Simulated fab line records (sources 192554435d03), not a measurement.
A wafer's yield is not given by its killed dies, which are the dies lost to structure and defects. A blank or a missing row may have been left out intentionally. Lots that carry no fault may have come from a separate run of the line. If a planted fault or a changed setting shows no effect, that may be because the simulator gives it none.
Which of the tools did it? -- flow n5Finfet -- 32 wafers from 11 lots sampled at 5 of the route's 1938 steps

WHAT THE GAUGES SHOWED, per wafer
N5_BEOL_M12_RS_MEAS_54: a four-point-probe measurement. Usual: M12_RS gives 0.0595 ohm/sq (standard deviation 0.00097).
lot,measured,on,M12_RS (ohm/sq),flag
L682,day 11 08:55,filmMetro-01,0.0587 0.0583 0.0594,
L685,day 12 03:45,filmMetro-01,0.0590 0.0608 0.0594,
L686,day 12 04:39,filmMetro-02,0.0597 0.0579,
L689,day 12 04:45,filmMetro-01,0.0589 0.0591 0.0608,
L687,day 12 12:00,filmMetro-01,0.0599 0.0558 0.0601,
L694,day 13 20:55,filmMetro-02,0.0591 0.0585 0.0610,
L698,day 14 10:02,filmMetro-02,0.0584 0.0600 0.0592,
L699,day 14 20:53,filmMetro-01,0.0596 0.0596 0.0585,
L701,day 15 15:15,filmMetro-02,0.0610 0.0623 0.0598,
L700,day 15 16:43,filmMetro-02,0.0601 0.0609 0.0617,
L702,day 16 02:08,filmMetro-01,0.0591 0.0593 0.0592,

N5_BEOL_M12_INSPECT_55: inspects for defects (darkfield). Usual: rawDefectCount 74, standard deviation 25.
lot,measured,on,rawDefectCount,flag
L682,day 11 08:56,defectInspect-01,106 83 107,
L685,day 12 03:46,defectInspect-02,90 75 82,
L686,day 12 04:41,defectInspect-02,48 96,
L689,day 12 04:47,defectInspect-02,78 64 79,
L687,day 12 12:01,defectInspect-02,44 46 83,
L694,day 13 20:56,defectInspect-01,39 57 74,
L698,day 14 10:03,defectInspect-02,53 46 58,
L699,day 14 20:55,defectInspect-01,98 79 79,
L701,day 15 15:17,defectInspect-01,78 74 67,
L700,day 15 16:45,defectInspect-01,102 107 92,
L702,day 16 02:10,defectInspect-01,68 91 72,

TOOL THAT RAN EACH LOT (tool first, then ch and the chambers of the sampled wafers, then the start)
lot,N5_BEOL_M12_STRIP_64,N5_BEOL_M12_SPUTTER_43,N5_BEOL_M12_CMP_49
L682,"plasmaAsher-01 ch 1, day 11 04:14","pvdSputter-01, day 11 07:47","cmp-04 ch 1,2,3, day 11 08:30"
L685,"plasmaAsher-02 ch 0, day 11 19:37","pvdSputter-03, day 12 01:26","cmp-02 ch 0,2,3, day 12 03:23"
L686,"plasmaAsher-02 ch 1, day 11 22:12","pvdSputter-02, day 12 02:06","cmp-02 ch 0,1, day 12 04:20"
L689,"plasmaAsher-02 ch 0,1, day 11 22:23","pvdSputter-03, day 12 02:25","cmp-04 ch 1,3, day 12 04:20"
L687,"plasmaAsher-02 ch 1, day 12 06:19","pvdSputter-03, day 12 10:32","cmp-03 ch 1,2,3, day 12 11:37"
L694,"plasmaAsher-01 ch 0,1, day 13 13:59","pvdSputter-02, day 13 19:43","cmp-03 ch 1,2,3, day 13 20:31"
L698,"plasmaAsher-02 ch 0,1, day 14 06:07","pvdSputter-02, day 14 08:40","cmp-03 ch 1,3, day 14 09:37"
L699,"plasmaAsher-02 ch 0,1, day 14 16:12","pvdSputter-02, day 14 19:28","cmp-03 ch 1,2,3, day 14 20:28"
L701,"plasmaAsher-01 ch 0,1, day 15 12:01","pvdSputter-03, day 15 14:02","cmp-03 ch 0,1,3, day 15 14:55"
L700,"plasmaAsher-01 ch 0,1, day 15 12:26","pvdSputter-01, day 15 15:34","cmp-02 ch 0,2,3, day 15 16:25"
L702,"plasmaAsher-01 ch 0,1, day 15 23:24","pvdSputter-02, day 16 01:00","cmp-03 ch 0,1,2, day 16 01:48"
- N5_BEOL_M12_STRIP_64: strips in N2/H2.
- N5_BEOL_M12_SPUTTER_43: material TaN, target thk 15 nm, time 24.19 s.
- N5_BEOL_M12_CMP_49: polishes, stops on SiOC, t overpolish 20.6 s, target thk 320 nm.

AS READ BY THE TOOLS THEMSELVES (means over the sampled wafers that have a number; for cases with no such wafer, the mark the record gives instead)
N5_BEOL_M12_STRIP_64. Usual: drypumpMotorCurrentA 5.67 A, standard deviation 0.053; h2FlowSccm 3248 sccm, standard deviation 11; heaterPowerW 342 W, standard deviation 22; oesProductAu 0.714 a.u., standard deviation 0.0047; stripTimeToEndpointS 31.26 s, standard deviation 0.088.
lot,tool,drypumpMotorCurrentA (A),h2FlowSccm (sccm),heaterPowerW (W),oesProductAu (a.u.),stripTimeToEndpointS (s),flag
L682,plasmaAsher-01,5.60,3237,325,0.716,31.40,
L685,plasmaAsher-02,5.72,3257,365,0.717,31.23,
L686,plasmaAsher-02,5.73,3234,366,0.718,31.18,
L689,plasmaAsher-02,5.71,3247,364,0.716,31.35,
L687,plasmaAsher-02,5.75,3260,371,0.719,31.15,
L694,plasmaAsher-01,5.63,3254,322,0.715,31.18,
L698,plasmaAsher-02,5.71,3247,363,0.713,31.33,
L699,plasmaAsher-02,5.71,3247,370,0.715,31.25,
L701,plasmaAsher-01,5.65,3241,323,0.715,31.24,
L700,plasmaAsher-01,5.63,3250,327,0.716,31.38,
L702,plasmaAsher-01,5.63,3243,317,0.717,31.26,

N5_BEOL_M12_SPUTTER_43. Usual: throttleValvePct 30.7 %, standard deviation 1.3.
lot,tool,throttleValvePct (%),flag
L682,pvdSputter-01,29.0,
L685,pvdSputter-03,29.1,
L686,pvdSputter-02,31.9,
L689,pvdSputter-03,30.1,
L687,pvdSputter-03,30.9,
L694,pvdSputter-02,31.5,
L698,pvdSputter-02,31.0,
L699,pvdSputter-02,31.1,
L701,pvdSputter-03,31.0,
L700,pvdSputter-01,29.7,
L702,pvdSputter-02,31.2,

N5_BEOL_M12_CMP_49. Usual: barrierFieldEndpointS 30.4 s, standard deviation 1.1; edgeZonePressureFrac 0.999, standard deviation 0.0053; headPressurePsi 1.0001 psi, standard deviation 0.0022; motorCurrentA 5.7 A, standard deviation 0.4.
lot,tool,barrierFieldEndpointS (s),edgeZonePressureFrac,headPressurePsi (psi),motorCurrentA (A),flag
L682,cmp-04,29.9,0.998,0.9999,6.4,
L685,cmp-02,30.9,0.999,0.9996,5.4,
L686,cmp-02,31.2,0.998,1.0005,5.8,
L689,cmp-04,27.4,0.993,1.0018,6.5,
L687,cmp-03,27.7,1.002,0.9984,5.6,
L694,cmp-03,29.8,0.999,1.0005,5.6,
L698,cmp-03,30.9,1.002,0.9999,5.8,
L699,cmp-03,31.7,0.998,1.0012,5.6,
L701,cmp-03,30.7,1.001,0.9993,5.7,
L700,cmp-02,29.4,0.997,0.9982,5.7,
L702,cmp-03,31.4,0.996,1.0006,5.7,

THE ANSWER, worked out from the rows above alone
Rule: take the mean of a lot's wafers that have a number; if it is more than 3 standard deviations from the usual mean, the lot is off. A lot without any number at a reading at which 4 lots or more have one is off too. Where the step has rows for the other lots, those lots are counted as sound. Order of review: gauges by route order, followed by the tools' own readings, for which a lot's mean as printed above is used. The first step at which some lot is off is used, and at that step the reading that is off furthest; a lot without a number counts as furthest.
Across all readings shown, no lot is off: no conclusion can be drawn from this.

WHAT THE SIMULATOR HAD INSERTED
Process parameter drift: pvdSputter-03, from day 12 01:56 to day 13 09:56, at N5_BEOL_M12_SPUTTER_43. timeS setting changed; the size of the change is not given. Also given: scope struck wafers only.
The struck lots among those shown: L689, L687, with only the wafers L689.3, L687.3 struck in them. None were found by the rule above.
